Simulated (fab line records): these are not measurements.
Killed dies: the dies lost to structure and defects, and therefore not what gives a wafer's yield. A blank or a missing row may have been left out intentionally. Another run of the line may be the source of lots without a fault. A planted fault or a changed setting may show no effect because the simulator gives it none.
Which of the tools did it? -- flow n5 finfet -- 8 lots with 24 wafers sampled at 6 steps, on a route of 1938 steps

WHAT THE GAUGES READ, wafer by wafer
N5_FIN_CUT_INSPECT_17: inspects for defects (brightfield). Usual: raw defect count 215, standard deviation 66.
lot,measured,on,raw defect count,flag
L779,day 2 10:29,defect inspect-02,186 126 165,
L780,day 2 18:34,defect inspect-01,205 148 124,
L782,day 3 04:46,defect inspect-02,478 569 584,OFF
L783,day 3 10:34,defect inspect-02,462 467 454,OFF
L796,day 6 16:31,defect inspect-01,277 161 177,
L798,day 7 03:58,defect inspect-02,178 139 148,
L799,day 7 09:46,defect inspect-01,324 228 282,
L800,day 7 17:08,defect inspect-02,243 238 251,

N5_BEOL_M4_RC_MEAS_101. Usual: DIBL_N 36.6 mV/V, standard deviation 1.1; DIBL_P 36.7 mV/V, standard deviation 1.5; IOFF_N 0.155 nA/um, standard deviation 0.019; IOFF_P 0.208 nA/um, standard deviation 0.025; ION_N 673 uA/um, standard deviation 8.5; ION_P 462 uA/um, standard deviation 5.9; SS_N 71.6 mV/dec, standard deviation 0.58; SS_P 73.5 mV/dec, standard deviation 0.51; VT_N 250.7 mV, standard deviation 2.4; VT_P -251 mV, standard deviation 3.
lot,measured,on,DIBL_N (mV/V),DIBL_P (mV/V),IOFF_N (nA/um),IOFF_P (nA/um),ION_N (uA/um),ION_P (uA/um),SS_N (mV/dec),SS_P (mV/dec),VT_N (mV),VT_P (mV),flag
L779,day 9 16:01,prober-01,37.5 35.9 38.6,39.1 37.5 39.9,0.192 0.160 0.207,0.226 0.197 0.241,680 668 680,463 456 462,71.9 72.6 72.0,73.8 73.5 74.5,248.0 251.8 244.1,-252 -254 -252,
L780,day 10 22:09,prober-02,34.9 36.0 35.5,32.8 34.5 34.1,0.140 0.161 0.154,0.178 0.202 0.193,673 675 670,464 466 457,71.2 71.0 70.9,72.9 72.9 73.0,250.1 248.8 249.8,-251 -252 -251,
L782,day 11 12:46,prober-01,37.5 34.9 37.0,37.8 34.6 36.5,0.163 0.125 0.152,0.208 0.157 0.190,669 662 674,462 453 462,71.1 70.4 70.5,73.7 73.3 73.4,251.8 253.7 250.9,-253 -252 -251,
L783,day 12 02:20,prober-02,35.4 36.5 36.4,36.4 38.0 36.8,0.151 0.175 0.169,0.210 0.231 0.221,671 682 678,465 470 462,71.2 72.3 71.8,73.6 73.7 73.4,248.0 250.3 248.5,-250 -248 -249,
L796,day 14 13:06,prober-02,36.6 37.0 36.6,36.4 36.2 36.0,0.154 0.161 0.151,0.181 0.184 0.178,683 682 686,459 463 460,71.6 71.1 72.5,74.2 73.7 73.2,249.8 249.2 250.2,-256 -253 -253,
L798,day 15 11:37,prober-01,36.1 37.0 35.9,37.2 37.9 37.1,0.149 0.164 0.144,0.219 0.234 0.219,661 681 662,463 468 458,71.4 71.4 71.4,73.3 73.8 73.0,254.1 250.1 251.0,-247 -246 -247,
L799,day 16 02:40,prober-01,36.5 37.8 35.7,36.6 37.9 35.1,0.150 0.170 0.131,0.218 0.245 0.200,675 677 675,464 469 471,71.7 71.5 71.2,73.4 74.2 73.5,251.7 252.2 253.5,-249 -247 -248,
L800,day 16 12:02,prober-02,36.7 36.7 36.0,37.5 37.0 36.0,0.168 0.166 0.152,0.178 0.170 0.169,679 671 658,450 443 443,72.5 71.5 71.6,73.2 72.9 73.0,250.9 251.7 250.1,-256 -255 -256,

WHICH TOOL RAN EACH LOT (tool, then ch and the chambers of the sampled wafers, then the start)
lot,N5_FIN_CUT_ETCH_20,N5_FIN_CUT_PRECLEAN_35,N5_FIN_CUT_STRIP_22,N5_STI_FIN_REVEAL_DENSIFY_30
L779,"rie diel-02 ch 0,1, day 2 09:31","vapor etch-01 ch 0,1, day 2 10:00","rie diel-06 ch 0,1, day 2 10:19","rtp anneal-01 ch 0, day 2 16:43"
L780,"rie diel-05 ch 1,2,3, day 2 17:37","vapor etch-01 ch 0,1, day 2 18:07","rie diel-02 ch 1,2,3, day 2 18:24","rtp anneal-01 ch 0, day 3 01:18"
L782,"rie diel-05 ch 1,3, day 3 03:51","vapor etch-01 ch 0,1, day 3 04:21","rie diel-05 ch 0,2, day 3 04:37","rtp anneal-01 ch 0, day 3 10:17"
L783,"rie diel-05 ch 0,2, day 3 09:28","vapor etch-01 ch 0,1, day 3 10:12","rie diel-05 ch 0,1,2, day 3 10:24","rtp anneal-02 ch 0, day 3 16:05"
L796,"rie diel-05 ch 1,2, day 6 15:39","vapor etch-01 ch 0,1, day 6 16:10","rie diel-02 ch 0,2,3, day 6 16:21","rtp anneal-02 ch 0, day 6 22:01"
L798,"rie diel-06 ch 0,1,2, day 7 03:07","vapor etch-02 ch 0,1, day 7 03:36","rie diel-02 ch 0,2,3, day 7 03:49","rtp anneal-02 ch 0, day 7 09:26"
L799,"rie diel-02 ch 0,3, day 7 08:55","vapor etch-01 ch 0,1, day 7 09:25","rie diel-06 ch 0,1,2, day 7 09:37","rtp anneal-01 ch 0, day 7 15:26"
L800,"rie diel-02 ch 1,2,3, day 7 15:58","vapor etch-01 ch 0,1, day 7 16:46","rie diel-05 ch 1,2,3, day 7 16:58","rtp anneal-01 ch 0, day 7 22:50"
- N5_FIN_CUT_ETCH_20: etches SiARC in CF4, target depth 26 nm, time 43.3 s.
- N5_FIN_CUT_PRECLEAN_35: cleans in vHF, time 13.3 s.
- N5_FIN_CUT_STRIP_22: strips in N2/H2.
- N5_STI_FIN_REVEAL_DENSIFY_30

WHAT THE TOOLS THEMSELVES READ (means of the sampled wafers that have a number; where no wafer has one, the mark that the record gives instead)
N5_FIN_CUT_ETCH_20. Usual: bias w 35.99 W, standard deviation 0.11; drypump motor current A 5.6 A, standard deviation 0.33; etch rf on time s 43.3 s, standard deviation 0.6; oes product au 0.64 a.u., standard deviation 0.059; rf vpp V 183.8 V, standard deviation 1.1; showerhead plenum p Torr 2.12 Torr, standard deviation 0.066; throttle valve pct 15.74 %, standard deviation 0.25.
lot,tool,bias w (W),drypump motor current A (A),etch rf on time s (s),oes product au (a.u.),rf vpp V (V),showerhead plenum p Torr (Torr),throttle valve pct (%),flag
L779,rie diel-02,36.07,5.6,43.0,0.62,184.8,2.22,15.67,
L780,rie diel-05,36.03,5.4,43.4,0.65,184.0,2.15,15.82,
L782,rie diel-05,35.97,5.5,43.7,0.64,184.2,2.17,15.66,
L783,rie diel-05,36.13,5.6,43.9,0.62,184.1,2.11,15.96,
L796,rie diel-05,36.10,5.3,43.0,0.65,183.9,2.09,15.85,
L798,rie diel-06,35.98,5.9,43.4,0.68,183.5,2.07,15.65,
L799,rie diel-02,35.99,5.1,43.0,0.66,183.9,2.15,15.49,
L800,rie diel-02,36.00,5.7,42.9,0.73,184.1,2.14,15.41,

N5_FIN_CUT_PRECLEAN_35. Usual: drypump motor current A 5.9 A, standard deviation 0.59; pressure torr 124.99 Torr, standard deviation 0.23.
lot,tool,drypump motor current A (A),pressure torr (Torr),flag
L779,vapor etch-01,6.2,125.03,
L780,vapor etch-01,6.2,125.11,
L782,vapor etch-01,6.2,125.05,
L783,vapor etch-01,6.2,125.08,
L796,vapor etch-01,6.2,125.01,
L798,vapor etch-02,5.2,124.80,
L799,vapor etch-01,6.2,124.91,
L800,vapor etch-01,6.2,124.89,

N5_FIN_CUT_STRIP_22. Usual: drypump motor current A 5.6 A, standard deviation 0.37; n2 flow sccm 299.9 sccm, standard deviation 1; oes product au 0.75 a.u., standard deviation 0.06; rf vpp V 54.2 V, standard deviation 2.3; showerhead plenum p Torr 3.35 Torr, standard deviation 0.13; throttle valve pct 19.1 %, standard deviation 0.44.
lot,tool,drypump motor current A (A),n2 flow sccm (sccm),oes product au (a.u.),rf vpp V (V),showerhead plenum p Torr (Torr),throttle valve pct (%),flag
L779,rie diel-06,5.7,299.7,0.71,56.5,3.29,19.5,
L780,rie diel-02,5.7,300.2,0.79,56.4,3.37,19.0,
L782,rie diel-05,5.7,299.4,0.74,54.7,3.31,19.5,
L783,rie diel-05,5.5,300.1,0.75,54.4,3.32,19.3,
L796,rie diel-02,5.4,300.4,0.79,54.9,3.37,18.6,
L798,rie diel-02,5.4,299.4,0.78,55.6,3.37,18.6,
L799,rie diel-06,5.9,300.5,0.79,53.3,3.23,19.2,
L800,rie diel-05,5.4,298.8,0.73,55.1,3.35,19.4,

N5_STI_FIN_REVEAL_DENSIFY_30. Usual: lamp power pct 11.53 %, standard deviation 0.059; lamp_zone_5_pct 11.534 %, standard deviation 0.02.
lot,tool,lamp power pct (%),lamp_zone_5_pct (%),flag
L779,rtp anneal-01,11.47,11.532,
L780,rtp anneal-01,11.48,11.533,
L782,rtp anneal-01,11.55,11.540,
L783,rtp anneal-02,11.56,11.513,
L796,rtp anneal-02,11.53,11.527,
L798,rtp anneal-02,11.53,11.538,
L799,rtp anneal-01,11.62,11.537,
L800,rtp anneal-01,11.53,11.540,

THE ANSWER, worked out from the rows above alone
Rule: a lot is off if the mean of its wafers that have a number lies more than 3 standard deviations from the usual mean. Also off: a lot with no number at a reading for which 4 or more lots have one. The other lots that the step has rows for count as sound. Order of review: gauges by route order, followed by the tools' own readings, for which a lot's mean as printed above is used. The first step at which some lot is off is used, and at that step the reading that is off furthest; a lot without a number counts as furthest.
Off: L782, L783, at N5_FIN_CUT_INSPECT_17 (raw defect count).
A tool fits if, at a process step before that reading, it ran every lot that is off, and no sound lot after the first of them. Gauges at N5_FIN_CUT_INSPECT_17: tried the same way as those tools. Not one of the candidates tried fits.

WHAT THE SIMULATOR PUT IN
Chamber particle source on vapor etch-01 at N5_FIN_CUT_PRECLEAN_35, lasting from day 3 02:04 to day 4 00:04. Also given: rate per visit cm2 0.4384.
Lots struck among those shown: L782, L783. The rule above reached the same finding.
